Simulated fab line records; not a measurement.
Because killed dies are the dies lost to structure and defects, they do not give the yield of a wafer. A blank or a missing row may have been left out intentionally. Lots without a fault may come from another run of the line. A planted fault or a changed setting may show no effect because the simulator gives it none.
fab line records ; flow n5_finfet
record lots=5; wafers=14; last_day=16
route steps=1938 shown MOL_CONTACT_COAG@572 BEOL_M4@1111
lots that met no fault: from a run of the same line without faults
start_h: hours from the record's opening day to when the first of the lot's shown wafers began ; wait_h: hours since the lot's step before ; " unchanged from the row above ; L1.1+2: a single row standing in for several wafers ; - either no value or no given start ; * or withheld: withheld ; < > ~ a bound
route shown NAME@n: a module of which the file shows steps, and the number in the route of the first ; usual: mean and standard deviation over wafers with no fault ; same: alike in all rows ; chamber/n: place in a boat ; sites: readings site by site ; _std_site: how widely they spread, as a standard deviation ; _edge_site: outer sites' mean less inner sites' ; radius_mm: for every site, how far away it sits from the centre of the wafer ; mask NAME#n: copy n ; behind: the last tool/chamber to shape the wafer ; hold: why the lot was held/for how many hours/how that ended ; device: whichever transistor did not switch (one of n, p or np) ; end of line: tests run on the same wafers once the route is complete ; a step given without rows: its recipe and nothing more ; killed: at the first sort, the dies lost to defects and structure; wafer yield is something else ; map: per-die view of a wafer (x killed, . not killed, _ where there is no die)
set.NAME: the run value of the setting; set.NAME@STEP: its run value at that earlier step ; model.NAME: the simulator's own value behind a step, which no gauge read
lots seen at some steps along the route; tables by step, rows by wafer
services: the hour from which a tool's chamber was out of use, counted from the record's first day as start_h (under 0 if before that day), plus the number of hours and why
## steps
# step N5_MOL_CONTACT_COAG_DEVELOP_83
# recipe develop_time_s=30; developer=TMAH; resist=CAR-EUV; rinse_liquid=surfactant_rinse; dry=air_spin; dev_temp_c=23
# step N5_MOL_CONTACT_COAG_DESCUM_88
# recipe chemistry=O2; time_s=7; source_power_w=50; bias_power_w=20; pressure_mtorr=20; rf_frequency_hz=2.712e+07; temp_c=40; resist=CAR-EUV; o2_flow_sccm=225
# step N5_MOL_CONTACT_COAG_ETCH_89
# recipe chemistry=N2/H2; target=underlayer; target_depth_a=130; mask_material=CAR-EUV; time_s=10.4; ion_energy_ev=200; pressure_mtorr=30; source_w=840; bias_w=150; n2_flow_sccm=200; h2_flow_sccm=200; ends=cleared
# step N5_MOL_CONTACT_COAG_ETCH_90
# recipe chemistry=CF4; target=SiARC; target_depth_a=130; mask_material=CAR-EUV; time_s=21.7; ion_energy_ev=80; pressure_mtorr=40; source_w=545; bias_w=36; Ar_flow_sccm=100; cf4_flow_sccm=100; ends=cleared
# step N5_MOL_CONTACT_COAG_ALD_131
# recipe material=SiO2; target_thk_a=50; temp_c=100; ald_precursor_family=BDEAS; ald_co_reactant=O2-plasma; pulse_time_s=1; co_reactant_pulse_time_s=1; purge_time_s=2; co_reactant_purge_time_s=2; ald_cycles=35; pressure_torr=2
# step N5_MOL_CONTACT_COAG_ETCHBACK_132
# recipe chemistry=CHF3; target=SiO2; target_depth_a=100; time_s=6.7; ion_energy_ev=200; pressure_mtorr=30; source_w=610; bias_w=170; Ar_flow_sccm=200; CHF3_flow_sccm=50
# step N5_MOL_CONTACT_COAG_ETCH_91
# recipe chemistry=N2/H2; target=SOC; target_depth_a=600; overetch_a=210; mask_material=SiARC; temp_c=40; time_s=101.2; ion_energy_ev=200; pressure_mtorr=30; source_w=840; bias_w=150; n2_flow_sccm=200; h2_flow_sccm=200
# step N5_MOL_CONTACT_COAG_STRIP_92
# recipe chemistry=N2/H2; temp_c=40; n2_flow_sccm=200; h2_flow_sccm=200; rf_frequency_hz=6e+07
# step N5_MOL_CONTACT_COAG_STRIP_93
# recipe chemistry=N2/H2; temp_c=40; n2_flow_sccm=200; h2_flow_sccm=200; rf_frequency_hz=6e+07
# step N5_MOL_CONTACT_COAG_ETCHBACK_135
# recipe chemistry=CHF3; target=SiO2; target_depth_a=250; time_s=16.7; ion_energy_ev=200; pressure_mtorr=30; source_w=610; bias_w=170; Ar_flow_sccm=200; CHF3_flow_sccm=50
# usual CHF3_flow_sccm=49.99/0.18; bias_w=170.1/0.56; drypump_motor_current_A=5.6/0.38; oes_product_au=0.76/0.089; rf_fwd_power_W=598.1/2.6; rf_vpp_V=519/7.7; showerhead_plenum_p_Torr=2.39/0.072; throttle_valve_pct=18.93/0.24
lot.wafer;tool;chamber;start_h;wait_h;CHF3_flow_sccm;bias_w;drypump_motor_current_A;oes_product_au;rf_fwd_power_W;rf_hours_counter_h;rf_vpp_V;showerhead_plenum_p_Torr;throttle_valve_pct;model.SiARC_of_MOL_CONTACT_COAG_COAT_76.thk_nm;model.SOC_of_MOL_CONTACT_COAG_COAT_75.thk_nm
L265.1;rie_diel-02;0;149.35;0.0;-;-;-;-;-;-;-;-;-;5.8;59.8
L265.2;rie_diel-02;2;149.35;0.0;-;-;-;-;-;-;-;-;-;6;59.6
L265.3;rie_diel-02;3;149.35;0.0;-;-;-;-;-;-;-;-;-;5.8;60
L266.1;rie_diel-06;2;157.08;0.0;-;-;-;-;-;-;-;-;-;5.8;60
L266.2;rie_diel-06;0;157.08;0.0;-;-;-;-;-;-;-;-;-;5.8;59.8
L266.6;rie_diel-06;0;157.08;0.0;-;-;-;-;-;-;-;-;-;5.8;59.8
L267.1;rie_diel-06;0;166.68;0.0;-;-;-;-;-;-;-;-;-;5.8;60
L267.4;rie_diel-06;0;166.68;0.0;-;-;-;-;-;-;-;-;-;5.8;60
L267.5;rie_diel-06;2;166.68;0.0;-;-;-;-;-;-;-;-;-;5.8;60
L276.1;rie_diel-04;3;218.43;0.0;49.74;169.6;5.7;0.71;595.8;212;532;2.37;19.10;0;57.6
L276.4;rie_diel-04;0;218.43;0.0;49.93;169.9;6.1;0.76;597.8;117;523;2.31;18.76;0;57.6
L276.6;rie_diel-04;2;218.43;0.0;50.01;169.6;6.4;0.71;598.7;-;522;2.27;18.71;0;57.4
L277.1;rie_diel-06;1;222.45;0.0;49.65;169.9;6.1;0.69;597.6;255;520;2.45;19.14;0;57.2
L277.5;rie_diel-06;2;222.45;0.0;49.89;170.4;5.3;0.72;597.9;-;517;2.28;19.12;0;57.2
# step N5_MOL_CONTACT_COAG_STRIP_118
# recipe chemistry=CHF3; resist=SiARC; rf_frequency_hz=6e+07
# step N5_MOL_CONTACT_COAG_VIA_ETCH_46
# recipe chemistry=C4F6/O2; target_depth_a=460; overetch_a=92; mask_material=SOC; target=SiO2; bias_w=455; pressure_mtorr=10; time_s=40; source_w=325; Ar_flow_sccm=300; C4F6_flow_sccm=10; O2_flow_sccm=10; ion_energy_ev=575.3; ends=end_point
# usual O2_flow_sccm=10.00/0.03; drypump_motor_current_A=5.6/0.39; oes_product_au=0.68/0.073; rf_fwd_power_W=322.6/1.2; rf_vpp_V=1574/22; showerhead_plenum_p_Torr=2.85/0.084; throttle_valve_pct=41.2/0.43
lot.wafer;tool;chamber;start_h;wait_h;O2_flow_sccm;drypump_motor_current_A;oes_product_au;rf_fwd_power_W;rf_hours_counter_h;rf_vpp_V;showerhead_plenum_p_Torr;throttle_valve_pct;model.SOC_of_MOL_CONTACT_COAG_COAT_75.thk_nm
L265.1;rie_diel-02;0;149.39;0.0;10.00;5.3;0.79;321.7;31;1595;2.92;42.1;53.2
L265.2;rie_diel-02;2;149.39;0.0;10.04;5.0;0.65;322.3;188;1570;2.84;40.9;53.2
L265.3;rie_diel-02;3;149.39;0.0;9.98;5.7;0.75;323.5;43;1566;2.99;41.2;53.2
L266.1;rie_diel-06;2;157.11;0.0;10.02;5.3;0.64;323.8;202;1567;2.74;41.5;53.4
L266.2;rie_diel-06;0;157.11;0.0;9.98;6.0;0.59;321.6;269;1567;2.90;41.0;53.2
L266.6;rie_diel-06;0;157.11;0.0;10.01;6.0;0.60;322.3;-;1566;2.90;41.0;53.4
L267.1;rie_diel-06;0;166.71;0.0;9.98;6.0;0.59;323.5;273;1566;2.90;41.0;53.6
L267.4;rie_diel-06;0;166.71;0.0;10.01;6.0;0.60;321.6;-;1565;2.90;41.1;53.4
L267.5;rie_diel-06;2;166.71;0.0;9.94;5.3;0.66;323.6;-;1566;2.74;41.5;53.4
L276.1;rie_diel-04;3;218.46;0.0;9.98;5.6;0.65;322.3;212;1611;2.83;41.3;51
L276.4;rie_diel-04;0;218.46;0.0;10.01;6.1;0.69;323.0;117;1586;2.76;41.3;50.8
L276.6;rie_diel-04;2;218.46;0.0;10.01;6.4;0.64;323.4;-;1580;2.71;40.5;50.8
L277.1;rie_diel-06;1;222.48;0.0;9.93;6.1;0.62;323.1;255;1574;2.92;41.5;50.8
L277.5;rie_diel-06;2;222.48;0.0;9.93;5.2;0.63;323.2;-;1568;2.73;41.5;50.4
# step N5_MOL_CONTACT_COAG_STRIP_96
# recipe chemistry=N2/H2; power_w=500; temp_c=40; pressure_mtorr=50; rf_frequency_hz=6e+07; overash_fraction=0.3; bias_power_w=28; h2_frac=0.5; n2_flow_sccm=300; h2_flow_sccm=300
# step N5_BEOL_M4_RC_MEAS_101
# usual DIBL_N=36.3/1.6; DIBL_P=36.2/2.1; IOFF_N=0.16/0.031; IOFF_P=0.21/0.034; ION_N=673/11; ION_P=461/7.4; SS_N=71.6/0.55; SS_P=73.3/0.66; VT_N=251/3.2; VT_P=-251/3.5
lot.wafer;tool;chamber;start_h;wait_h;DIBL_N[mV/V];DIBL_P[mV/V];IOFF_N[nA/um];IOFF_P[nA/um];ION_N[uA/um];ION_P[uA/um];SS_N[mV/dec];SS_P[mV/dec];VT_N[mV];VT_P[mV]
L265.1;prober-02;0;206.20;0.0;38.0;39.6;0.20;0.23;687;461;71.5;73.9;247;-251
L265.2;prober-02;0;206.20;0.0;36.3;38.3;0.17;0.24;668;460;70.5;74.1;248;-249
L265.3;prober-02;0;206.20;0.0;37.4;38.0;0.17;0.20;655;450;71.7;73.1;252;-256
L266.1;prober-01;0;210.89;0.0;32.9;32.4;0.12;0.15;676;463;71.4;72.2;254;-253
L266.2;prober-01;0;210.89;0.0;35.5;35.3;0.14;0.19;675;462;71.1;73.2;255;-251
L266.6;prober-01;0;210.89;0.0;33.6;33.7;0.13;0.16;681;463;71.8;73.3;253;-254
L267.1;prober-01;0;222.25;0.0;38.7;37.6;0.19;0.22;685;460;72.0;73.6;247;-249
L267.4;prober-01;0;222.25;0.0;36.7;35.4;0.15;0.19;668;454;71.9;73.4;250;-253
L267.5;prober-01;0;222.25;0.0;35.9;33.3;0.15;0.17;671;457;71.2;73.1;252;-251
L276.1;prober-01;0;273.34;0.0;34.2;33.8;0.11;0.13;659;445;72.0;72.5;257;-261
L276.4;prober-01;0;273.34;0.0;35.8;36.2;0.14;0.16;682;460;71.4;73.6;254;-259
L276.6;prober-01;0;273.34;0.0;33.2;32.8;0.10;0.13;645;445;71.3;72.1;255;-258
L277.1;prober-01;0;280.98;0.0;37.6;36.2;0.15;0.19;664;454;72.1;73.3;252;-252
L277.5;prober-01;0;280.98;0.0;36.0;35.4;0.13;0.19;661;454;72.1;73.5;254;-254
## services
tool;chamber;start_h;hours;kind
rie_diel-02;1;162.23;15.8;repair
rie_diel-02;-;192.75;0.2;repair
rie_diel-06;0;198.38;-;clean
rie_diel-06;0;198.38;-;consumable_replace:focus_ring
rie_diel-06;0;198.38;20.0;scheduled_down
rie_diel-06;0;198.38;20.0;vent_cycle
rie_diel-04;0;208.52;8.1;repair
rie_diel-06;3;218.47;-;clean
rie_diel-06;3;218.47;-;consumable_replace:focus_ring
rie_diel-06;3;218.47;14.5;scheduled_down
rie_diel-06;3;218.47;14.5;vent_cycle
## key
first_sign step=N5_MOL_CONTACT_COAG_ETCHBACK_135; reading=tool_record; direction=missing
effect none on later readings
model_effect step=N5_MOL_CONTACT_COAG_ETCHBACK_135; value=SiARC_of_MOL_CONTACT_COAG_COAT_76.thk_nm; without=0; struck=5.822
model_effect step=N5_MOL_CONTACT_COAG_VIA_ETCH_46; value=SOC_of_MOL_CONTACT_COAG_COAT_75.thk_nm; without=50.67; struck=53.33
met_at N5_MOL_CONTACT_COAG_ETCHBACK_135
struck_wafers L265.1,L265.2,L265.3,L266.1,L266.2,L266.6,L267.1,L267.4,L267.5
fault kind=skipped_step_whole; tool=rie_diel-02,rie_diel-06; chamber=-; onset_h=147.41; steps=N5_MOL_CONTACT_COAG_ETCHBACK_135; scope=struck_lots_only
